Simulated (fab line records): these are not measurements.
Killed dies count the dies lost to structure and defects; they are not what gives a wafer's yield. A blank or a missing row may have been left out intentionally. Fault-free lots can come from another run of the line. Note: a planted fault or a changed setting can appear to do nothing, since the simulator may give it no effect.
One fault seen from 2 desks | flow n5-finfet | numbers are kept per desk, each desk with only its own; the story behind them comes last

## METROLOGY DESK
Means of the sampled wafers that have a number, per lot and without regard to the tool the lot ran on: this is what the gauges read. If a lot's mean is further than 4 standard deviations from the usual mean, the lot is out of limits and carries the mark OUT (the distance appears in the brackets). Shown here are 7 of its 10 readings, the ones lying furthest out on some lot.
Columns: A = DIBL_N at N5_BEOL_M4_RC_MEAS_101, usual 36.0 mV/V; B = DIBL_P at N5_BEOL_M4_RC_MEAS_101, usual 36.2 mV/V; C = IOFF_N at N5_BEOL_M4_RC_MEAS_101, usual 0.16 nA/um; D = IOFF_P at N5_BEOL_M4_RC_MEAS_101, usual 0.21 nA/um; E = ION_N at N5_BEOL_M4_RC_MEAS_101, usual 672 uA/um; F = SS_P at N5_BEOL_M4_RC_MEAS_101, usual 73.2 mV/dec; G = VT_N at N5_BEOL_M4_RC_MEAS_101, usual 250 mV
lot  | first seen here | A    | B    | C    | D    | E   | F    | G
L745 | day 9 15:51     | 32.1 | 33.2 | 0.12 | 0.17 | 659 | 71.8 | 255
L758 | day 13 14:16    | 35.7 | 36.2 | 0.15 | 0.20 | 662 | 73.4 | 252
L762 | day 13 17:04    | 38.8 | 38.5 | 0.21 | 0.25 | 690 | 74.5 | 246
L764 | day 14 03:54    | 36.3 | 35.8 | 0.16 | 0.18 | 678 | 72.9 | 247
L763 | day 14 10:11    | 37.0 | 38.2 | 0.17 | 0.23 | 664 | 73.5 | 250
Finding of this desk: none of the 5 lots has anything out of limits.

## TOOL OWNER'S DESK, ald-sin-04
The tool's own readings at N5_BEOL_M0_SAQP_ALD_48 (deposits SiO2, target thk 20 nm, pulse time 1 s, co reactant pulse time 1 s): means of the sampled wafers that have a number, for each lot that ran on this tool. If a lot's mean is further than 4 standard deviations from the usual mean, the lot is out of limits and carries the mark OUT (the distance appears in the brackets).
Columns: A = heater-power-w at N5_BEOL_M0_SAQP_ALD_48, usual 79 W; B = precursor-pulse-height-rel at N5_BEOL_M0_SAQP_ALD_48, usual 1.002
lot  | first seen here | A  | B
L745 | day 6 03:07     | 85 | 0.998
L758 | day 9 13:32     | 74 | 0.998
L762 | day 10 09:40    | 78 | 1.003
L763 | day 10 10:55    | 81 | 1.010
Finding of this desk: none of the 4 lots has anything out of limits.

## TAKEN TOGETHER
From the metrology desk's view, nothing was out of limits.
Nothing out of limits was seen by the tool owner's desk.

## WHAT THE SIMULATOR HAD PUT IN
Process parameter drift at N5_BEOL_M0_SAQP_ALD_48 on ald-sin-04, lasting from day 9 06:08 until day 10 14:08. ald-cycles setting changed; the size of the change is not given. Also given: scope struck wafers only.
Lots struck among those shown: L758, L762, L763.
